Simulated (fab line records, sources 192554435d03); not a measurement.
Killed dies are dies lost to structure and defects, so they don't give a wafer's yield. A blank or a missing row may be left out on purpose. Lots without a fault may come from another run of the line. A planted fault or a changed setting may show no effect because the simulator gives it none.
fab line records | flow n5_finfet
record lots=5 wafers=12 last_day=17
route steps=1938 shown HKMG_FIN@407 BEOL_M4@1111 PASSIVATION@1936
lots that met no fault: from a run of the same line without faults
start_h: hours from the record's first day to the start of the lot's first wafer shown | wait_h: hours since the lot's step before | " the same as in the row above | L1.1+2: a row that stands for several wafers | - no value, or no start given | * or withheld: withheld | < > ~ a bound
route shown NAME@n: a module of which the file shows steps, and the number in the route of the first | usual: mean/standard deviation of fault-free wafers | same: alike in all rows | chamber/n: place in a boat | sites: the reading at each site | _std_site: their standard deviation | _edge_site: outer sites' mean less inner sites' | radius_mm: how far each site lies from the wafer's centre | mask NAME#n: copy n | behind: the tool/chamber that last shaped the wafer | hold: why the lot was held/for how many hours/how that ended | device: the transistor (n, p or np) that didn't switch | end of line: the same wafers' tests at the end of the route | a step without rows: its recipe alone | killed: dies lost to structure and defects at the first sort, not the wafer's yield | map: a wafer's dies, x killed, . not, _ none there
set.NAME: the setting as run; set.NAME@STEP: as run at that earlier step | model.NAME: the simulator's own value behind a step, which no gauge read
lots at some steps of the route; a table a step, a row a wafer
services: from which hour (start_h, from the record's first day; less than 0 if before it) a tool's chamber was out of use, for how many hours, and why
## steps
# step N5_HKMG_FIN_STRIP_93
# recipe chemistry=N2/H2 material=SOC time_s=20 power_w=500 temp_c=40 pressure_mtorr=50 rf_frequency_hz=6e+07 bias_power_w=8 h2_frac=0.5 n2_flow_sccm=300 h2_flow_sccm=300
# step N5_HKMG_FIN_WET_ETCH_76
# recipe chemistry=dNH4OH mix=1:50 temp_c=25 target=Al2O3 stop_on=La2O3 target_depth_nm=2.25 dry=ipa_marangoni rinse_time_s=30 rinse_temp_c=23
# step N5_HKMG_FIN_STRIP_60
# recipe chemistry=N2/H2 power_w=2500 temp_c=300 h2_frac=0.65 time_s=360 pressure_mtorr=withheld n2_flow_sccm=1750 h2_flow_sccm=3250
# step N5_HKMG_FIN_WET_ETCH_77
# recipe chemistry=dHCl mix=1:10000 temp_c=25 target=La2O3 stop_on=HfO2 target_depth_nm=2
# step N5_HKMG_FIN_WET_ETCH_78
# recipe chemistry=dNH4OH mix=1:50 temp_c=25 target=Al2O3 stop_on=La2O3 target_depth_nm=4.5 dry=ipa_marangoni rinse_time_s=30 rinse_temp_c=23
# step N5_HKMG_FIN_ALD_79
# recipe material=TiN target_thk_a=15 temp_c=400 ald_precursor_family=TiCl4 ald_co_reactant=NH3 pulse_time_s=1 purge_time_s=3 co_reactant_purge_time_s=2 co_reactant_pulse_time_s=2 ald_cycles=68 pressure_torr=3
# step N5_HKMG_FIN_CVD_62
# recipe material=a-Si target_thk_a=30 temp_c=500 precursor=Si2H6 pressure_torr=1 time_s=20.8
# step N5_HKMG_FIN_RTA_80
# recipe temp_c=withheld time_s=2 ambient=N2 idle_temp_c=600 ramp_up_c_per_s=150 ramp_down_c_per_s=60 cool_to_c=600
# step N5_HKMG_FIN_PRECLEAN_64
# recipe chemistry=dHF time_s=30 temp_c=25 dilution=withheld
# step N5_HKMG_FIN_WET_ETCH_65
# recipe chemistry=TMAH temp_c=70 conc_wt_pct=5 target=a-Si stop_on=TiN time_s=49 target_depth_nm=3
# step N5_HKMG_FIN_WET_ETCH_81
# recipe chemistry=SC1 target=TiN stop_on=HfO2 mix=1:1:5 temp_c=60 time_s=57 target_depth_nm=6
# step N5_HKMG_FIN_WET_ETCH_82
# recipe chemistry=dHCl mix=1:10000 temp_c=25 target=La2O3 stop_on=HfO2 target_depth_nm=2 dry=ipa_marangoni rinse_time_s=30 rinse_temp_c=23
# step N5_HKMG_FIN_ALD_36
# recipe material=TiN target_thk_a=10 temp_c=400 ald_precursor_family=TiCl4 ald_co_reactant=NH3 pulse_time_s=1 purge_time_s=3 co_reactant_purge_time_s=2 co_reactant_pulse_time_s=2 ald_cycles=47 pressure_torr=3
# usual ald_cycles=47/0 heater_power_w=821/88 precursor_pulse_height_rel=0.999/0.02
# same purge_time_s=3
# columns lot.wafer tool chamber start_h wait_h ald_cycles heater_power_w precursor_pulse_height_rel model.TiN_of_HKMG_FIN_ALD_36.thk_nm
L332.1 ald_metal-01 2 111.27 0.0 47 858 0.988 1
L332.4 " 3 " " 47 631 0.959 1
L332.6 " 3 " " 47 620 0.987 1
L337.2 ald_metal-01 0 140.10 0.0 22 932 0.992 0.4
L337.5 " 0 " " 22 916 0.987 0.4
L339.1 ald_metal-01 2 155.86 0.0 47 881 0.974 1
L339.2 " 0 " " 22 973 0.980 0.4
L341.3 ald_metal-01 2 163.80 0.0 47 888 1.031 1
L341.5 " 2 " " 22 893 0.983 0.4
L348.2 ald_metal-02 2 206.62 0.3 47 777 1.006 1
L348.5 " 3 " " 47 893 1.003 1
L348.6 " 0 " " 47 896 0.996 1
# step N5_HKMG_FIN_PWFM_ALD_03
# recipe material=TiN target_thk_a=20 temp_c=400 ald_precursor_family=TiCl4 ald_co_reactant=NH3 pulse_time_s=1 purge_time_s=3 co_reactant_purge_time_s=2 co_reactant_pulse_time_s=2 ald_cycles=91 pressure_torr=3
# step N5_HKMG_FIN_COAT_29
# recipe resist=SOC temp_c=250 time_s=60 spin_rpm=1500 resist_thk_nm=300
# step N5_HKMG_FIN_COAT_30
# recipe resist=SiARC temp_c=220 time_s=60 spin_rpm=1500 resist_thk_nm=35
# step N5_HKMG_FIN_COAT_06
# recipe resist=CAR-ArF spin_rpm=1500 resist_thk_nm=90
# step N5_HKMG_FIN_EBR_08
# recipe solvent=PGMEA ebr_width_mm=1.5
# step N5_HKMG_FIN_SOFTBAKE_07
# recipe temp_c=110 time_s=60 resist=CAR-ArF
# step N5_HKMG_FIN_EXPOSE_09
# recipe mask_id=NWFM na=1.35 source_shape=conventional sigma_outer=0.8 polarization=unpolarized dose_mj=39.25
# step N5_HKMG_FIN_PEB_10
# recipe peb_temp_c=withheld peb_time_s=60 resist=CAR-ArF
# step N5_HKMG_FIN_DEVELOP_11
# recipe develop_time_s=30 developer=TMAH resist=CAR-ArF dev_temp_c=23 rinse_liquid=diw dry=air_spin
# step N5_HKMG_FIN_DESCUM_17
# recipe chemistry=O2 time_s=7.9 source_power_w=50 bias_power_w=20 pressure_mtorr=20 rf_frequency_hz=2.712e+07 temp_c=40 resist=CAR-ArF o2_flow_sccm=225
# step N5_HKMG_FIN_ETCH_31
# recipe chemistry=CF4 target=SiARC target_depth_a=455 mask_material=CAR-ArF time_s=75.8 ion_energy_ev=80 pressure_mtorr=40 source_w=545 bias_w=36 Ar_flow_sccm=100 cf4_flow_sccm=100 ends=cleared
# step N5_HKMG_FIN_ETCH_32
# recipe chemistry=N2/H2 target=SOC target_depth_a=2400 temp_c=40 time_s=300 ion_energy_ev=200 mask_material=SiARC pressure_mtorr=30 source_w=840 bias_w=150 n2_flow_sccm=200 h2_flow_sccm=200
# step N5_HKMG_FIN_STRIP_33
# recipe chemistry=N2/H2 temp_c=40 n2_flow_sccm=200 h2_flow_sccm=200 rf_frequency_hz=6e+07
# step N5_HKMG_FIN_STRIP_34
# recipe chemistry=CF4 resist=SiARC power_w=300 bias_power_w=75 pressure_mtorr=50 cf4_flow_sccm=150 rf_frequency_hz=6e+07
# step N5_HKMG_FIN_ETCH_35
# recipe chemistry=N2/H2 target=SOC target_depth_a=2158 ion_energy_ev=65 bias_w=5 source_w=3000 time_s=243.4 pressure_mtorr=30 n2_flow_sccm=200 h2_flow_sccm=200
# step N5_HKMG_FIN_STRIP_92
# recipe chemistry=N2/H2 material=SOC time_s=20 power_w=500 temp_c=40 pressure_mtorr=50 rf_frequency_hz=6e+07 bias_power_w=8 h2_frac=0.5 n2_flow_sccm=300 h2_flow_sccm=300
# step N5_HKMG_FIN_WET_ETCH_18
# recipe chemistry=SC1 target=TiN mix=1:1:5 temp_c=* time_s=55 target_depth_nm=5.2 dry=ipa_marangoni rinse_time_s=30 rinse_temp_c=23
# step N5_HKMG_FIN_STRIP_19
# recipe chemistry=N2/H2 power_w=2500 temp_c=300 h2_frac=0.65 time_s=360 pressure_mtorr=withheld n2_flow_sccm=1750 h2_flow_sccm=3250
# step N5_HKMG_FIN_ALD_91
# recipe material=TiN target_thk_a=10 temp_c=400 ald_precursor_family=TiCl4 ald_co_reactant=NH3 pulse_time_s=1 purge_time_s=3 co_reactant_purge_time_s=2 co_reactant_pulse_time_s=2 ald_cycles=47 pressure_torr=3
# step N5_HKMG_FIN_COAT_85
# recipe resist=SOC temp_c=250 time_s=60 spin_rpm=1500 resist_thk_nm=300
# step N5_HKMG_FIN_ETCH_86
# recipe chemistry=N2/H2 target=SOC target_depth_a=3932 stop_on=TiN ion_energy_ev=100 bias_w=61 pressure_mtorr=30 source_w=850 n2_flow_sccm=200 h2_flow_sccm=200
# step N5_HKMG_FIN_STRIP_89
# recipe chemistry=N2/H2 material=SOC time_s=20 power_w=500 temp_c=40 pressure_mtorr=50 rf_frequency_hz=6e+07 bias_power_w=8 h2_frac=0.5 n2_flow_sccm=300 h2_flow_sccm=300
# step N5_HKMG_FIN_WET_ETCH_87
# recipe chemistry=SC1 target=TiN mix=1:2:40 temp_c=50 time_s=154.2 target_depth_nm=4.7 dry=ipa_marangoni rinse_time_s=30 rinse_temp_c=23
# step N5_HKMG_FIN_STRIP_88
# recipe chemistry=N2/H2 power_w=2500 temp_c=300 h2_frac=0.65 time_s=360 pressure_mtorr=withheld n2_flow_sccm=1750 h2_flow_sccm=3250
# step N5_HKMG_FIN_NWFM_ALD_20
# recipe material=TiAlC target_thk_a=20 temp_c=300 ald_precursor_family=TiCl4 ald_co_reactant=TEA pulse_time_s=3 purge_time_s=2 co_reactant_purge_time_s=2 co_reactant_pulse_time_s=10 ald_cycles=7 pressure_torr=3
# step N5_BEOL_M4_RC_MEAS_101
# usual DIBL_N=36.4/1.7 DIBL_P=36.4/2.1 IOFF_N=0.16/0.035 IOFF_P=0.21/0.035 IOFF_P_85C=3.6/0.51 IOFF_P_LIN=0.100/0.013 IOFF_P_LONG=0.000105/8.3e-06 ION_N=680/11 ION_P=465/6.8 SS_N=71.5/0.58 SS_P=73.2/0.72 VT_N=249/3.6 VT_P=-250/3.1 VT_P_LONG=-275/3.3 VT_P_LVT=-98.5/2.8
# columns lot.wafer tool chamber start_h wait_h DIBL_N[mV/V] DIBL_P[mV/V] IOFF_N[nA/um] IOFF_P[nA/um] IOFF_P_85C[nA/um] IOFF_P_LIN[nA/um] IOFF_P_LONG[nA/um] ION_N[uA/um] ION_P[uA/um] SS_N[mV/dec] SS_P[mV/dec] VT_N[mV] VT_P[mV] VT_P_LONG[mV] VT_P_LVT[mV]
L332.1 prober-01 0 214.30 0.0 36.1 35.9 0.15 0.24 4.1 0.112 0.000116 676 472 71.9 72.8 250 -246 -270 -95.5
L332.4 " 0 " " 38.2 38.6 0.20 0.29 4.8 0.126 0.00012 692 477 72.0 74.6 244 -247 -270 -93.6
L332.6 " 0 " " 36.8 36.1 0.17 0.24 4.0 0.110 0.00012 691 473 71.5 73.3 249 -245 -273 -95.8
L337.2 prober-02 0 233.23 0.2 38.1 39.4 0.19 0.10 2.0 0.047 6e-05 674 427 71.9 73.7 248 -272 -299 -121.6
L337.5 " 0 " " 35.5 35.8 0.13 0.08 1.7 0.040 6.1e-05 674 429 70.5 74.0 253 -274 -297 -123.6
L339.1 prober-02 0 252.01 0.0 36.0 35.4 0.16 0.23 3.9 0.112 0.000122 673 471 71.6 73.0 247 -245 -269 -96.1
L339.2 " 0 " " 38.0 36.6 0.19 0.12 2.2 0.055 7e-05 695 439 72.4 73.9 243 -266 -291 -117.0
L341.3 prober-02 0 261.05 0.3 35.0 36.9 0.15 0.20 3.6 0.099 0.00011 663 458 71.1 73.0 249 -249 -272 -96.8
L341.5 " 0 " " 33.8 34.0 0.12 0.07 1.5 0.038 7.1e-05 668 422 70.9 72.2 253 -278 -295 -122.1
L348.2 prober-01 0 306.27 0.7 37.3 36.7 0.16 0.23 4.0 0.110 0.00011 682 467 71.7 72.8 249 -247 -274 -94.6
L348.5 " 0 " " 35.5 34.1 0.14 0.19 3.3 0.097 0.000111 683 469 71.3 73.1 252 -251 -272 -96.2
L348.6 " 0 " " 37.7 37.6 0.17 0.25 4.2 0.116 0.000115 686 471 71.9 73.9 249 -247 -275 -92.6
# step N5_PASSIVATION_PROBE_49
# usual defect_limited_yield=91.3/1.4 killed_at_M0_to_M3=36/11 killed_at_M4_up=13/5.2 killed_at_contacts=13/6.5 killed_at_front_end=37/11 killed_at_other=3.6/2.9 killed_dies=103/17 killed_open=68/12 killed_short=33/7.3 sort_bin_5_function=5.2/0.91 sort_bin_6_memory=3.2/0.67 sort_bin_8_speed=0.00/0.0099 sort_n_pass=1077/17 sort_yield_pct=91.3/1.4
# same gross_dies=1180 killed_at_back_side=0 sort_bin_4_leakage[%]=0
# columns lot.wafer tool chamber start_h wait_h defect_limited_yield[%] killed_at_M0_to_M3 killed_at_M4_up killed_at_contacts killed_at_front_end killed_at_other killed_dies killed_open killed_short sort_bin_5_function[%] sort_bin_6_memory[%] sort_bin_8_speed[%] sort_n_pass sort_yield_pct[%]
L332.1 prober-02 - 329.43 0.0 90.4 31 14 8 52 8 113 73 40 5.8 3.5 0 1067 90.4
L332.4 prober-02 - 329.58 0.2 88.9 58 8 12 49 4 131 82 49 6.4 4.4 0 1049 88.9
L332.6 prober-02 - 329.68 0.3 90.3 52 6 15 39 3 115 78 37 5.9 3.6 0 1065 90.3
L337.2 prober-01 - 337.51 0.1 90.4 35 8 28 36 6 113 79 32 5.7 3.6 40.93 584 49.5
L337.5 prober-01 - 337.66 0.2 94.0 20 16 19 14 2 71 51 20 3.7 2.1 17.29 905 76.7
L341.5 prober-02 - 367.32 0.2 92.4 27 17 15 23 8 90 66 23 5.0 2.5 79.75 149 12.6
L339.1 prober-01 - 367.95 0.0 88.1 44 19 7 56 14 140 85 49 6.9 4.6 0 1040 88.1
L339.2 prober-01 - 368.00 0.1 91.9 34 11 6 42 2 95 59 34 5.4 2.3 1.95 1062 90.0
L348.2 prober-01 - 409.95 0.1 91.3 34 23 14 25 7 103 76 27 4.7 3.6 0 1077 91.3
L348.5 prober-01 - 410.10 0.2 90.4 59 20 6 23 5 113 80 33 5.7 3.6 0 1067 90.4
L348.6 prober-01 - 410.15 0.3 89.9 50 17 4 40 8 119 76 41 5.8 4.1 0 1061 89.9
# killed by level:class
L332.1 STI_FIN_REVEAL:geometric_particle:open=18 FIN_SAQP:geometric_particle:open=10 BEOL_M0_SAQP:geometric_particle:short=10 BEOL_M0_SAQP:geometric_particle:open=10 FIN_SAQP:geometric_particle:short=8 MOL_CONTACT_COAG:geometric_particle:open=5 BEOL_M5:geometric_particle:open=5 PASS1_DEP:geometric_particle:short=5
L332.4 BEOL_M0_SAQP:geometric_particle:short=21 BEOL_M0_SAQP:geometric_particle:open=16 FIN_SAQP:geometric_particle:open=10 STI_FIN_REVEAL:geometric_particle:open=9 MOL_CONTACT_COAG:geometric_particle:open=9 FIN_SAQP:geometric_particle:short=7 BEOL_M1:geometric_particle:open=7 STARTING-WAFER:geometric_particle:open=6
L332.6 BEOL_M0_SAQP:geometric_particle:open=19 STI_FIN_REVEAL:geometric_particle:open=16 MOL_CONTACT_COAG:geometric_particle:open=12 BEOL_M0_SAQP:geometric_particle:short=12 FIN_SAQP:geometric_particle:open=6 BEOL_M0:geometric_particle:short=5 BEOL_M3:geometric_particle:open=4 STARTING-WAFER:geometric_particle:short=4
L337.2 MOL_CONTACT_COAG:geometric_particle:open=23 BEOL_M0_SAQP:geometric_particle:open=9 STI_FIN_REVEAL:geometric_particle:open=8 BEOL_M0_SAQP:geometric_particle:short=8 BEOL_M3:geometric_particle:open=8 DUMMY_GATE:geometric_particle:open=5 MOL_CONTACT_COAG:geometric_particle:short=5 FIN_SAQP:geometric_particle:open=4
L337.5 MOL_CONTACT_COAG:geometric_particle:open=14 BEOL_M4:geometric_particle:open=7 BEOL_M2:geometric_particle:open=6 MOL_CONTACT_COAG:geometric_particle:short=5 BEOL_M0_SAQP:geometric_particle:short=5 BEOL_M0_SAQP:geometric_particle:open=5 STI_FIN_REVEAL:geometric_particle:open=4 DUMMY_GATE:geometric_particle:open=2
L341.5 MOL_CONTACT_COAG:geometric_particle:open=12 BEOL_M1:geometric_particle:open=9 BEOL_M0_SAQP:geometric_particle:open=6 BEOL_M4:geometric_particle:open=6 BEOL_M2:geometric_particle:open=5 DUMMY_GATE:geometric_particle:open=4 BEOL_M5:geometric_particle:open=4 FIN_SAQP:geometric_particle:open=3
L339.1 FIN_SAQP:geometric_particle:short=13 BEOL_M0_SAQP:geometric_particle:open=12 FIN_SAQP:geometric_particle:open=8 BEOL_M0_SAQP:geometric_particle:short=7 MOL_CONTACT_COAG:geometric_particle:open=7 BEOL_M2:geometric_particle:open=7 BEOL_M4:geometric_particle:short=6 PASS1_CAP:geometric_particle:open=6
L339.2 FIN_SAQP:geometric_particle:open=9 FIN_SAQP:geometric_particle:short=9 BEOL_M1:geometric_particle:open=8 STI_FIN_REVEAL:geometric_particle:open=7 BEOL_M3:geometric_particle:open=6 MOL_CONTACT_COAG:geometric_particle:open=5 BEOL_M0_SAQP:geometric_particle:short=5 BEOL_M0_SAQP:geometric_particle:open=4
L348.2 BEOL_M4:geometric_particle:open=14 MOL_CONTACT_COAG:geometric_particle:open=12 BEOL_M0_SAQP:geometric_particle:short=8 BEOL_M0_SAQP:geometric_particle:open=8 FIN_SAQP:geometric_particle:open=7 BEOL_M3:geometric_particle:open=5 STI_FIN_REVEAL:geometric_particle:open=4 STARTING-WAFER:geometric_particle:short=4
L348.5 BEOL_M3:geometric_particle:open=20 BEOL_M0_SAQP:geometric_particle:open=16 BEOL_M0_SAQP:geometric_particle:short=9 FIN_SAQP:geometric_particle:open=8 BEOL_M4:geometric_particle:open=8 BEOL_M1:geometric_particle:open=6 BEOL_M3:geometric_particle:short=4 BEOL_M4:geometric_particle:short=4
L348.6 BEOL_M3:geometric_particle:open=15 FIN_SAQP:geometric_particle:open=12 BEOL_M0_SAQP:geometric_particle:short=12 FIN_SAQP:geometric_particle:short=9 BEOL_M4:geometric_particle:open=8 BEOL_M1:geometric_particle:open=7 BEOL_M3:geometric_particle:short=6 STI_FIN_REVEAL:geometric_particle:open=5
# map L337.2 (x killed, . not)
_________________............________________
______________.......x.........._____________
___________.........x..............__________
__________.........x.x.............._________
________......................x...x..._______
_______.....x...x....................x.______
______.....x.x......xx...x....x....x...._____
_____....x.............................x.____
____x...................................x.___
___x...................x..x..x....x...x....__
___...........x....................x......x__
__..x.......x..............................._
__.......x...x.............................._
_.....x...............x..x.................x.
_.......x......................x.............
_.........xx......................xx...x.....
_...................xx....................x..
_.....x..x...xx..............................
_...x....x...................................
_..............x..x..............x.....x..x..
_...x....x..............x....x...............
__..................xxxx.............x....x._
__.........x....x.x....x.......x............_
___............x..xx......x...........x...x__
___.......x..x.x........................x..__
____...........x...x........x.....x.......___
_____......x.........x........x.....x....____
______.....x.xx...............x.......x._____
_______...x......x..x......x..x........______
________.............x...xx..x.....x.._______
__________...x..........x..........._________
___________..xx....................__________
______________................x._____________
_________________........x..x________________
# map L339.1 (x killed, . not)
_________________............________________
______________..x.x............._____________
___________.......xx.......x.....x.__________
__________....x...................x._________
________............x...............x._______
_______xx..x...............x...........______
______.....x.......x.....x...........x.._____
_____..............x.......x.........x...____
____......x......................xx..x....___
___....x....x...x.....x....x............x..__
___....x....x..........x....x.............x__
__................x...x..........x.......x.._
__.........x.....x.x.........x.....x.......x_
_.xx......xxx................x...............
_xx........x.....x....................x...x..
_.......x.................x.......x..........
_......x.........................xxx.........
_................x..........x...............x
_............x..........x.x...x.......x......
_..........x....x............................
_...............x.........................x..
__............xx..x..x...x....x............._
__.....x...x........x..x...........x....x..._
___........xx...x.x...x..............x.....__
___........x.......x............x...x.....x__
____...........x..x....x...........xx.....___
_____...x..x...............xxxxx.........____
______.......x.........x...x..x....x...._____
_______............x..x.............x.x______
________.x....x..x.........x...xx....._______
__________.x...x.....x....xx........_________
___________..........xx..........x.__________
______________.....x........x.x._____________
_________________.x...x......________________
## services
# columns tool chamber start_h hours kind
ald_metal-02 - 153.04 1.9 repair
ald_metal-01 - 178.52 28.1 pm
## key
first_sign step=N5_HKMG_FIN_ALD_36 reading=ald_cycles direction=down sigmas=99+ usual=* struck=*
effect step=N5_BEOL_M4_RC_MEAS_101 reading=VT_P_LVT direction=down sigmas=8.2 usual=-98.5 struck=-121.1
effect step=N5_BEOL_M4_RC_MEAS_101 reading=VT_P direction=down sigmas=7.3 usual=-250 struck=-273
effect step=N5_BEOL_M4_RC_MEAS_101 reading=VT_P_LONG direction=down sigmas=6.2 usual=-275 struck=-296
effect step=N5_BEOL_M4_RC_MEAS_101 reading=ION_P direction=down sigmas=5.2 usual=465 struck=429
effect step=N5_BEOL_M4_RC_MEAS_101 reading=IOFF_P_LONG direction=down sigmas=4.8 usual=0.000105 struck=6.6e-05
effect step=N5_BEOL_M4_RC_MEAS_101 reading=IOFF_P_LIN direction=down sigmas=4.4 usual=0.100 struck=0.045
effect step=N5_BEOL_M4_RC_MEAS_101 reading=IOFF_P_85C direction=down sigmas=3.5 usual=3.6 struck=1.9
effect step=N5_BEOL_M4_RC_MEAS_101 reading=IOFF_P direction=down sigmas=3.3 usual=0.21 struck=0.09
effect step=N5_PASSIVATION_PROBE_49 reading=sort_bin_8_speed direction=up sigmas=99+ usual=0.00 struck=34.98
model_effect step=N5_HKMG_FIN_ALD_36 value=TiN_of_HKMG_FIN_ALD_36.thk_nm without=1 struck=0.4
met_at N5_HKMG_FIN_ALD_36
struck_wafers L337.2,L337.5,L339.2,L341.5
onset_between 111.27 140.10
fault kind=process_parameter_drift tool=ald_metal-01 chamber=- onset_h=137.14 steps=N5_HKMG_FIN_ALD_36 channel=ald_cycles offset=* shape=step end_h=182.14 scope=struck_wafers_only acts_in=* stated=*
